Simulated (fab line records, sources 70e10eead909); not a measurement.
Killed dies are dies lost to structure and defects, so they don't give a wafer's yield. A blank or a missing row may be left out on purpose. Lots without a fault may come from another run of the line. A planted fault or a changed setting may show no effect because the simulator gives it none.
Chamber matching | flow nand_harc | NHARC_P_GATE_ETCH_32 on rie_si-06: 4 sister chambers
The step etches the open film in HBr/Cl2, target depth 150 nm, time 100.1 s. 8 wafers are shown with their chamber, then 12 later ones without.

WAFERS WITH THEIR CHAMBER
wafer  | chamber | drypump_motor_current_A (A) | oes_product_au (a.u.)
L082.2 | 0       | 6.5                         | 1.004
L082.4 | 3       | 5.7                         | 1.004
L083.1 | 3       | 5.6                         | 1.009
L083.6 | 0       | 6.5                         | 1.003
L086.2 | 2       | 6.0                         | 1.005
L088.3 | 1       | 4.6                         | 0.988
L088.4 | 2       | 6.0                         | 0.991
L088.5 | 1       | 4.6                         | 0.998

WAFERS WITHOUT THEIR CHAMBER
wafer  | drypump_motor_current_A (A) | oes_product_au (a.u.)
L089.1 | 6.0                         | 1.008
L089.4 | 6.5                         | 1.009
L089.5 | 6.5                         | 1.009
L091.1 | 6.0                         | 0.997
L091.5 | 4.7                         | 0.994
L091.6 | 6.0                         | 0.995
L092.1 | 6.5                         | 0.996
L092.2 | 4.6                         | 0.990
L092.5 | 6.1                         | 0.995
L094.1 | 6.0                         | 0.989
L094.2 | 5.6                         | 1.000
L094.6 | 6.0                         | 0.997

WHICH CHAMBER EACH WENT THROUGH
wafer  | from the rows above | in truth
L089.1 | 2                   | 2
L089.4 | 0                   | 0
L089.5 | 0                   | 0
L091.1 | 2                   | 2
L091.5 | 1                   | 1
L091.6 | 2                   | 2
L092.1 | 0                   | 0
L092.2 | 1                   | 1
L092.5 | 2                   | 2
L094.1 | 2                   | 2
L094.2 | 3                   | 3
L094.6 | 2                   | 2
Placed correctly: 12 of 12. Can't be placed from these rows: 0. Placed wrongly: 0.
How it was worked out, from the rows above alone: a wafer's distance from a chamber is the root of the sum, over the readings, of the square of ((its reading less the chamber's mean) divided by the reading's scatter). The wafer belongs to the nearest chamber; if the next one is less than 2 further off, it can't be placed. A chamber's mean is the mean of its shown wafers. The scatter: the root of (the sum of the squares of (reading less its chamber's mean) over the shown wafers, divided by (wafers less chambers)).
